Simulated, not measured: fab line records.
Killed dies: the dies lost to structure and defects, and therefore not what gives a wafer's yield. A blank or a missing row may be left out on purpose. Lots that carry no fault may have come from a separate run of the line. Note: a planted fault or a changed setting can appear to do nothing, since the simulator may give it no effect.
Lot-split experiment :: flow n5-finfet :: 39 wafers read from 7 lots, route of 1938 steps

== THE SPLIT ITSELF ==
At N5_FIN_SAQP_SPACER2_ALD_28 (deposits SiO2, target thk 8.1 nm, pulse time 1 s, purge time 2 s), the setting target-thk-a was moved away from the recipe's 81 angstrom on 12 of the 39 wafers read, by -58.5% to +44.0%. All remaining wafers had this setting at the recipe value.

== FROM THE SPLIT TO THE READING: what the file shows between them, 9 steps ==
- N5_FIN_SAQP_SPACER2_ETCHBACK_29: etches SiO2 in CHF3/O2, target depth 12.2 nm, time 6.1 s
- N5_FIN_SAQP_MANDREL2_REMOVE_60: chemistry HBr/Cl2/O2, target a-Si, stops on SiNx, bt time 10 s
- N5_FIN_SAQP_CD_MEAS_31: target cd 8 nm
- N5_FIN_SAQP_HM_OPEN_33: chemistry CH3F/O2, target SiNx, target depth 49.4 nm, time 70.6 s
- N5_FIN_SAQP_ETCH_34: etches SiO2 in C4F6/O2, target depth 45 nm, time 15 s
- N5_FIN_SAQP_STRIP_77: strips in N2/H2, time 90 s
- N5_FIN_SAQP_HM_CD_35: target cd 8 nm
- N5_FIN_SAQP_ETCH_64: etches SiO2 in CF4, target depth 1.5 nm
- N5_FIN_SAQP_FIN_ETCH_36: etches the open film in HBr/Cl2/O2, target depth 120 nm, time 50.4 s

== THE READING ==
cd-nm (nm) at N5_FIN_SAQP_CD_MEAS_37, where the cd target is 8 nm. A value of 8.10 nm with a standard deviation of 0.21 nm is what fault-free wafers of this fab line usually give.

wafer: L085.2
tool, chamber at the split: ald-sin-03, 3
target-thk-a as run, angstrom: 81
against the recipe: recipe
cd-nm, nm: 8.09
against lot-mates on the recipe: -

wafer: L085.3
tool, chamber at the split: ald-sin-03, 1,2
target-thk-a as run, angstrom: 81
against the recipe: recipe
cd-nm, nm: 8.01
against lot-mates on the recipe: -

wafer: L085.6
tool, chamber at the split: ald-sin-03, 1,2
target-thk-a as run, angstrom: 81
against the recipe: recipe
cd-nm, nm: 7.88
against lot-mates on the recipe: -

wafer: L087.1
tool, chamber at the split: ald-sin-03, 2,3,1,0,0,3
target-thk-a as run, angstrom: 81
against the recipe: recipe
cd-nm, nm: 8.18
against lot-mates on the recipe: -

wafer: L087.2
tool, chamber at the split: ald-sin-03, 2,3,1,0,0,3
target-thk-a as run, angstrom: 81
against the recipe: recipe
cd-nm, nm: 7.74
against lot-mates on the recipe: -

wafer: L087.3
tool, chamber at the split: ald-sin-03, 2,3,1,0,0,3
target-thk-a as run, angstrom: 81
against the recipe: recipe
cd-nm, nm: 7.82
against lot-mates on the recipe: -

wafer: L087.4
tool, chamber at the split: ald-sin-03, 2,3,1,0,0,3
target-thk-a as run, angstrom: 81
against the recipe: recipe
cd-nm, nm: 7.81
against lot-mates on the recipe: -

wafer: L087.5
tool, chamber at the split: ald-sin-03, 2,3,1,0,0,3
target-thk-a as run, angstrom: 81
against the recipe: recipe
cd-nm, nm: 8.11
against lot-mates on the recipe: -

wafer: L087.6
tool, chamber at the split: ald-sin-03, 2,3,1,0,0,3
target-thk-a as run, angstrom: 81
against the recipe: recipe
cd-nm, nm: 8.13
against lot-mates on the recipe: -

wafer: L088.1
tool, chamber at the split: ald-sin-01, 1,3,3
target-thk-a as run, angstrom: 81
against the recipe: recipe
cd-nm, nm: 7.87
against lot-mates on the recipe: -

wafer: L088.2
tool, chamber at the split: ald-sin-01, 2,0,0
target-thk-a as run, angstrom: 112.9
against the recipe: +39.4%
cd-nm, nm: 11.44
against lot-mates on the recipe: +3.32

wafer: L088.3
tool, chamber at the split: ald-sin-01, 1,3,3
target-thk-a as run, angstrom: 81
against the recipe: recipe
cd-nm, nm: 8.14
against lot-mates on the recipe: -

wafer: L088.4
tool, chamber at the split: ald-sin-01, 2,0,0
target-thk-a as run, angstrom: 112.9
against the recipe: +39.4%
cd-nm, nm: 10.98
against lot-mates on the recipe: +2.86

wafer: L088.5
tool, chamber at the split: ald-sin-01, 2,0,0
target-thk-a as run, angstrom: 112.9
against the recipe: +39.4%
cd-nm, nm: 11.63
against lot-mates on the recipe: +3.51

wafer: L088.6
tool, chamber at the split: ald-sin-01, 1,3,3
target-thk-a as run, angstrom: 81
against the recipe: recipe
cd-nm, nm: 8.34
against lot-mates on the recipe: -

wafer: L089.1
tool, chamber at the split: ald-sin-03, 3,0,2
target-thk-a as run, angstrom: 81
against the recipe: recipe
cd-nm, nm: 7.82
against lot-mates on the recipe: -

wafer: L089.2
tool, chamber at the split: ald-sin-03, 3,0,2
target-thk-a as run, angstrom: 81
against the recipe: recipe
cd-nm, nm: 8.13
against lot-mates on the recipe: -

wafer: L089.3
tool, chamber at the split: ald-sin-03, 1
target-thk-a as run, angstrom: 65.65
against the recipe: -19.0%
cd-nm, nm: 6.49
against lot-mates on the recipe: -1.57

wafer: L089.4
tool, chamber at the split: ald-sin-03, 2,1
target-thk-a as run, angstrom: 65.65
against the recipe: -19.0%
cd-nm, nm: 6.56
against lot-mates on the recipe: -1.50

wafer: L089.5
tool, chamber at the split: ald-sin-03, 2,1
target-thk-a as run, angstrom: 65.65
against the recipe: -19.0%
cd-nm, nm: 6.57
against lot-mates on the recipe: -1.49

wafer: L089.6
tool, chamber at the split: ald-sin-03, 3,0,2
target-thk-a as run, angstrom: 81
against the recipe: recipe
cd-nm, nm: 8.22
against lot-mates on the recipe: -

wafer: L090.1
tool, chamber at the split: ald-sin-02, 2,1,3,0,1,0
target-thk-a as run, angstrom: 81
against the recipe: recipe
cd-nm, nm: 7.94
against lot-mates on the recipe: -

wafer: L090.2
tool, chamber at the split: ald-sin-02, 2,1,3,0,1,0
target-thk-a as run, angstrom: 81
against the recipe: recipe
cd-nm, nm: 8.18
against lot-mates on the recipe: -

wafer: L090.3
tool, chamber at the split: ald-sin-02, 2,1,3,0,1,0
target-thk-a as run, angstrom: 81
against the recipe: recipe
cd-nm, nm: 7.99
against lot-mates on the recipe: -

wafer: L090.4
tool, chamber at the split: ald-sin-02, 2,1,3,0,1,0
target-thk-a as run, angstrom: 81
against the recipe: recipe
cd-nm, nm: 8.20
against lot-mates on the recipe: -

wafer: L090.5
tool, chamber at the split: ald-sin-02, 2,1,3,0,1,0
target-thk-a as run, angstrom: 81
against the recipe: recipe
cd-nm, nm: 7.69
against lot-mates on the recipe: -

wafer: L090.6
tool, chamber at the split: ald-sin-02, 2,1,3,0,1,0
target-thk-a as run, angstrom: 81
against the recipe: recipe
cd-nm, nm: 7.91
against lot-mates on the recipe: -

wafer: L093.1
tool, chamber at the split: ald-sin-01, 0
target-thk-a as run, angstrom: 116.6
against the recipe: +44.0%
cd-nm, nm: 11.76
against lot-mates on the recipe: +3.77

wafer: L093.2
tool, chamber at the split: ald-sin-01, 3,1
target-thk-a as run, angstrom: 116.6
against the recipe: +44.0%
cd-nm, nm: 11.85
against lot-mates on the recipe: +3.86

wafer: L093.3
tool, chamber at the split: ald-sin-01, 2,0,3
target-thk-a as run, angstrom: 81
against the recipe: recipe
cd-nm, nm: 8.14
against lot-mates on the recipe: -

wafer: L093.4
tool, chamber at the split: ald-sin-01, 3,1
target-thk-a as run, angstrom: 116.6
against the recipe: +44.0%
cd-nm, nm: 11.85
against lot-mates on the recipe: +3.86

wafer: L093.5
tool, chamber at the split: ald-sin-01, 2,0,3
target-thk-a as run, angstrom: 81
against the recipe: recipe
cd-nm, nm: 8.15
against lot-mates on the recipe: -

wafer: L093.6
tool, chamber at the split: ald-sin-01, 2,0,3
target-thk-a as run, angstrom: 81
against the recipe: recipe
cd-nm, nm: 7.69
against lot-mates on the recipe: -

wafer: L094.1
tool, chamber at the split: ald-sin-03, 2,0,2
target-thk-a as run, angstrom: 33.62
against the recipe: -58.5%
cd-nm, nm: 3.56
against lot-mates on the recipe: -4.64

wafer: L094.2
tool, chamber at the split: ald-sin-03, 2,0,2
target-thk-a as run, angstrom: 33.62
against the recipe: -58.5%
cd-nm, nm: 3.53
against lot-mates on the recipe: -4.67

wafer: L094.3
tool, chamber at the split: ald-sin-03, 1,3,3
target-thk-a as run, angstrom: 81
against the recipe: recipe
cd-nm, nm: 8.01
against lot-mates on the recipe: -

wafer: L094.4
tool, chamber at the split: ald-sin-03, 1,3,3
target-thk-a as run, angstrom: 81
against the recipe: recipe
cd-nm, nm: 8.57
against lot-mates on the recipe: -

wafer: L094.5
tool, chamber at the split: ald-sin-03, 2,0,2
target-thk-a as run, angstrom: 33.62
against the recipe: -58.5%
cd-nm, nm: 3.53
against lot-mates on the recipe: -4.67

wafer: L094.6
tool, chamber at the split: ald-sin-03, 1,3,3
target-thk-a as run, angstrom: 81
against the recipe: recipe
cd-nm, nm: 8.02
against lot-mates on the recipe: -
Where a row lists several chambers, the file gives one row for several wafers and doesn't say which wafer went through which chamber.

THE FIT
A straight line over all 39 wafers: cd-nm changes by +0.0809 nm for each +1% of target-thk-a; r = +0.99; the points scatter about the line by 0.21 nm.
The same after taking each lot's own level away (the mean of its wafers on the recipe; 39 wafers): +0.0821 nm for each +1%; r = +1.00; scatter 0.19 nm.
That fit puts the effect of the largest move of target-thk-a on the reading at 4.8 nm.
The lots' own levels span 7.965 to 8.200 nm, that is 1.1 times the standard deviation above.
So the lot-to-lot level changes the slope little: the two slopes agree.
Check: -4.8 nm against its lot-mates is what the line predicts for one of the wafers moved furthest among these (-58.5%) when that wafer is left out of the fit. It came out at -4.64 nm against them.

== FURTHER SPLITS ON THESE WAFERS ==
These wafers also went through other splits before the reading. Each is held against what the fit with the lots' levels taken away leaves over:
other split on the same wafers: N5_ZERO_LAYER_DEVELOP_10 develop-time-s
wafers away from the commonest value: 15
r with cd-nm (lot level and that fit taken away): -0.07

== THE WHOLE CHAIN: every reading that the file lists as answering this split, in the file's order ==
step: N5_FIN_SAQP_SPACER2_ALD_28
what it does: deposits SiO2, target thk 8.1 nm, pulse time 1 s, purge time 2 s
reading: SiO2_of_FIN_SAQP_SPACER2_ALD_28.thk-nm (the simulator's own value, which no gauge read)
change (the file's fit): +0.0808 nm for each +1% of the setting
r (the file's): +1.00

step: N5_FIN_SAQP_MANDREL2_REMOVE_60
what it does: chemistry HBr/Cl2/O2, target a-Si, stops on SiNx, bt time 10 s
reading: FIN_SAQP.cd-nm (the simulator's own value, which no gauge read)
change (the file's fit): +0.0808 nm for each +1% of the setting
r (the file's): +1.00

step: N5_FIN_SAQP_CD_MEAS_31
what it does: target cd 8 nm
reading: cd-nm
change (the file's fit): +0.0806 nm for each +1% of the setting
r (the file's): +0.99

step: N5_FIN_SAQP_ETCH_34
what it does: etches SiO2 in C4F6/O2, target depth 45 nm, time 15 s
reading: FIN_SAQP.cd-nm (the simulator's own value, which no gauge read)
change (the file's fit): +0.0833 nm for each +1% of the setting
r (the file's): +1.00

step: N5_FIN_SAQP_HM_CD_35
what it does: target cd 8 nm
reading: cd-nm
change (the file's fit): +0.0819 nm for each +1% of the setting
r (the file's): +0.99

step: N5_FIN_SAQP_CD_MEAS_37
what it does: target cd 8 nm
reading: cd-nm
change (the file's fit): +0.0822 nm for each +1% of the setting
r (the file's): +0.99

== THE FILE'S OWN FIT ==
cd-nm changes by +0.0822 nm for each +1% of target-thk-a, r = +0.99.
